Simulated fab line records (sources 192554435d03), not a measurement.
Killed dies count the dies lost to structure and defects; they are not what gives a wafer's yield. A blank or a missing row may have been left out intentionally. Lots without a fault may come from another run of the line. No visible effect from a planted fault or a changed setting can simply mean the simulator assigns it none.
Split-lot trial | flow n5Finfet | route with 1938 steps; 7 lots, 21 wafers read

## ON THE SPLIT
At N5_BEOL_M9_COAT_60 (time 60 s, resist thk 30 nm), the setting spinRpm was moved away from the recipe's 1500 rpm on 7 of the 21 wafers read, by -10.1% to -4.5%. This setting was run at the recipe's value on the other wafers.

## FROM THE SPLIT TO THE READING: what the file shows between them, 4 steps
- N5_BEOL_M9_COAT_05: resist thk 90 nm (also split here: spinRpm)
- N5_BEOL_M9_EBR_07
- N5_BEOL_M9_SOFTBAKE_06: time 60 s
- N5_BEOL_M9_DESCUM_16: chemistry O2, time 7.9 s

## THE READING
etch.depthNm (the simulator's own value, which no gauge read), in nm, at N5_BEOL_M9_ETCH_61 (etches SiARC in CF4, target depth 39 nm, time 65 s). The file gives no usual value for it. Here, 14 wafers ran the recipe; their average is 30.08 nm with a standard deviation of 0.098 nm.

wafer  | tool, chamber at the split | spinRpm as run, rpm | against the recipe | etch.depthNm, nm | against lot-mates on the recipe
L080.1 | lithoTrack-05, 0           | 1500                | recipe             | 29.93            | -
L080.5 | lithoTrack-05, 0           | 1500                | recipe             | 29.87            | -
L080.6 | lithoTrack-05, 0           | 1500                | recipe             | 29.98            | -
L078.3 | lithoTrack-05, 0           | 1500                | recipe             | 30.13            | -
L078.4 | lithoTrack-05, 0           | 1349                | -10.1%             | 31.74            | +1.64
L078.6 | lithoTrack-05, 0           | 1500                | recipe             | 30.06            | -
L085.1 | lithoTrack-03, 0           | 1500                | recipe             | 30.13            | -
L085.4 | lithoTrack-03, 0           | 1500                | recipe             | 30.05            | -
L085.5 | lithoTrack-03, 0           | 1500                | recipe             | 30.15            | -
L086.3 | lithoTrack-02, 0           | 1387                | -7.5%              | 31.21            | +1.05
L086.5 | lithoTrack-02, 0           | 1387                | -7.5%              | 31.22            | +1.06
L086.6 | lithoTrack-02, 0           | 1500                | recipe             | 30.16            | -
L091.2 | lithoTrack-03, 0           | 1500                | recipe             | 30.15            | -
L091.3 | lithoTrack-03, 0           | 1500                | recipe             | 30.22            | -
L091.5 | lithoTrack-03, 0           | 1500                | recipe             | 30.2             | -
L094.3 | lithoTrack-02, 0           | 1433                | -4.5%              | 30.85            | +0.79
L094.5 | lithoTrack-02, 0           | 1433                | -4.5%              | 30.74            | +0.68
L094.6 | lithoTrack-02, 0           | 1500                | recipe             | 30.06            | -
L095.3 | lithoTrack-03, 0           | 1500                | recipe             | 30.06            | -
L095.4 | lithoTrack-03, 0           | 1385                | -7.7%              | 31.23            | +1.17
L095.6 | lithoTrack-03, 0           | 1385                | -7.7%              | 31.31            | +1.25

THE FIT
A straight line over all 21 wafers: etch.depthNm changes by -0.157 nm for each +1% of spinRpm; r = -0.99; the points scatter about the line by 0.09 nm.
The same after taking each lot's own level away (the mean of its wafers on the recipe; 21 wafers): -0.155 nm for each +1%; r = -0.99; scatter 0.058 nm.
The reading moves by 1.6 nm for the largest change in spinRpm, on that fit.
Measured against the standard deviation above, the lots' own levels, which go from 29.927 to 30.190 nm, span 2.7 times it.
The two slopes are in agreement: the lot-to-lot level therefore moves the slope only a little.
Check: for one of the wafers moved furthest among these (-10.1%), held out of the fit, the line's prediction against its lot-mates is +1.52 nm. It came out at +1.64 nm against them.

## FURTHER SPLITS ON THESE WAFERS
Other splits were also applied to these wafers ahead of the reading. Each is held against what the fit with the lots' levels taken away leaves over:
other split on the same wafers  | wafers away from the commonest value | r with etch.depthNm (lot level and that fit taken away)
N5_BEOL_M8_HM_DEP_02 targetThkA | 8                                    | +0.22
N5_BEOL_M8_EXPOSE_25 doseMj     | 9                                    | +0.14
N5_BEOL_M8_ETCH_72 h2FlowSccm   | 6                                    | -0.15
N5_BEOL_M9_COAT_05 spinRpm      | 5                                    | -0.26

## THE WHOLE CHAIN: every reading that the file lists as answering this split, in the file's order
step               | what it does                                       | reading                                                                           | change (the file's fit)                                                              | r (the file's)
N5_BEOL_M9_COAT_60 | time 60 s, resist thk 30 nm                        | SiARC_of_BEOL_M9_COAT_60.thkNm (the simulator's own value, which no gauge read)   | -0.161 nm for each +1% of the setting                                                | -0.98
N5_BEOL_M9_ETCH_61 | etches SiARC in CF4, target depth 39 nm, time 65 s | etch.depthNm (the simulator's own value, which no gauge read)                     | -0.157 nm for each +1% of the setting                                                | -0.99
N5_BEOL_M9_ETCH_61 | etches SiARC in CF4, target depth 39 nm, time 65 s | CAR-ArF_of_BEOL_M9_COAT_05.thkNm (the simulator's own value, which no gauge read) | +0.15 nm for each +1% of the setting, in a fit together with spinRpm@BEOL_M9_COAT_05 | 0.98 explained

## FILE'S OWN FIT
etch.depthNm changes by -0.157 nm for each +1% of spinRpm, r = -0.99.
